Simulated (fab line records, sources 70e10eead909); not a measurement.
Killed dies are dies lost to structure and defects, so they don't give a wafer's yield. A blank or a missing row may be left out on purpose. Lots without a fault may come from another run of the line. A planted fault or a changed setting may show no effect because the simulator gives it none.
A struck lot beside a sound one | flow nand_harc | 15 steps out of a route of 1302
Sound: wafers L126.2, L126.3, L126.6. Struck: wafers L111.1, L111.2, L111.3. The cause comes at the end.
At each step with rows: each side's tool, then ch and its chambers, then its first start. Under that, the readings that differ: sound wafers | struck wafers | difference of the means | sigmas: that difference in standard deviations of wafers without a fault.
alike: readings whose means differ by less than 2 such deviations, and words and numbers that are the same on both sides. not compared: withheld readings, readings that some wafer has no value for, bounds like >300 that may hide the same value, and numbers for which the record gives no deviation and whose values overlap.
The two part at a step that has a row with sigmas, a row that says differs or no value, or rows on one side only. Numbers that don't overlap but have no deviation are shown without sigmas and don't part them. A reading that every wafer of one side lacks parts them only if that side has two wafers or more.

first, 1 step without rows for these wafers: NHARC_A_CHANNEL_HOLE_D2_SRD_30.
NHARC_A_CHANNEL_HOLE_D2_CD_MEAS_31:
  sound on cd_sem-02, day 20 11:41; struck on cd_sem-03, day 15 11:11
  alike: cd_nm
NHARC_A_CHANNEL_HOLE_D2_XSEM_32:
  sound on xsem-02 ch 0, day 20 11:47; struck on xsem-02 ch 0, day 15 11:17
  reading     | sound          | struck         | difference | sigmas
  bow_nm (nm) | 8.38 8.39 8.37 | 8.88 8.91 8.88 | +0.51      | +2
  alike: bot_cd_nm, tilt_deg
NHARC_A_CHANNEL_HOLE_D2_INSPECT_40:
  sound on defect_inspect-01, day 20 11:53; struck on defect_inspect-01, day 15 11:23
  alike: raw_defect_count
then, 3 steps without rows for these wafers: NHARC_A_CHANNEL_FILL_D2_PRECLEAN_00 (cleans in SC1); NHARC_A_CHANNEL_FILL_D2_SRD_01; NHARC_A_CHANNEL_FILL_D2_ALD_02 (deposits SiO2, target thk 6 nm, pulse time 10 s, ald cycles 60).
NHARC_A_CHANNEL_FILL_D2_ALD_03: deposits SiNx, target thk 6 nm, pulse time 60 s, ald cycles 58.
  sound on ald_sin_batch-03 ch 0; struck on ald_sin_batch-01 ch 0
  alike: precursor_pulse_height_rel
NHARC_A_CHANNEL_FILL_D2_ALD_14: deposits SiO2, target thk 2.5 nm, pulse time 10 s, ald cycles 25.
  sound on ald_hk-04 ch 0,1, day 20 19:01; struck on ald_hk-04 ch 0,2,3, day 15 18:39
  alike: heater_power_w, precursor_pulse_height_rel
NHARC_A_CHANNEL_FILL_D2_ALD_15: deposits SiNx, target thk 2 nm, pulse time 60 s, ald cycles 19.
  sound on ald_sin_batch-03 ch 0; struck on ald_sin_batch-01 ch 0, day 15 21:56
  alike: precursor_pulse_height_rel
NHARC_A_CHANNEL_FILL_D2_ALD_16: deposits SiO2, target thk 1.5 nm, pulse time 10 s, ald cycles 15.
  sound on ald_hk-04 ch 1,2, day 21 00:14; struck on ald_hk-04 ch 0,1,3, day 16 00:00
  alike: heater_power_w, precursor_pulse_height_rel
then, 1 step without rows for these wafers: NHARC_A_CHANNEL_FILL_D2_ANNEAL_17 (time 1800 s).
NHARC_A_CHANNEL_FILL_D2_CVD_18: deposits poly-Si, target thk 3 nm.
  sound on lpcvd_poly-04 ch 0, day 21 10:40; struck on lpcvd_poly-04, day 16 09:57
  no value came back on the struck wafers for spike_tc_bottom_C (C), spike_tc_centre_C (C); on the sound wafers spike_tc_bottom_C (C) reads 569 571 568
then, 1 step without rows for these wafers: NHARC_A_CHANNEL_FILL_D2_ETCHBACK_19 (etches the open film in HBr/Cl2, target depth 5 nm, time 1.7 s).
-- the record jumps here: 10 days lie between the struck wafers' starts before and after (it left off in module A_CHANNEL_FILL_D2 and takes up again in module END, whose first step shown is number 1302 of the route) --
NHARC_END_SORT_01:
  sound on prober-01 ch 0, day 32 00:59; struck on prober-01 ch 0, day 26 05:23
  reading         | sound | struck      | difference | sigmas
  killed_at_array | 75 82 | 671 671 673 | +593       | +30
  killed_at_other | 3 2   | 1 0 0       | -2         | -2
  killed_dies     | 81 85 | 677 677 677 | +594       | +28
  alike: killed_at_periphery, killed_open, killed_short

WHERE THEY PART
First at NHARC_A_CHANNEL_HOLE_D2_XSEM_32; last, within this record, at NHARC_END_SORT_01.

WHY: what the simulator had put in
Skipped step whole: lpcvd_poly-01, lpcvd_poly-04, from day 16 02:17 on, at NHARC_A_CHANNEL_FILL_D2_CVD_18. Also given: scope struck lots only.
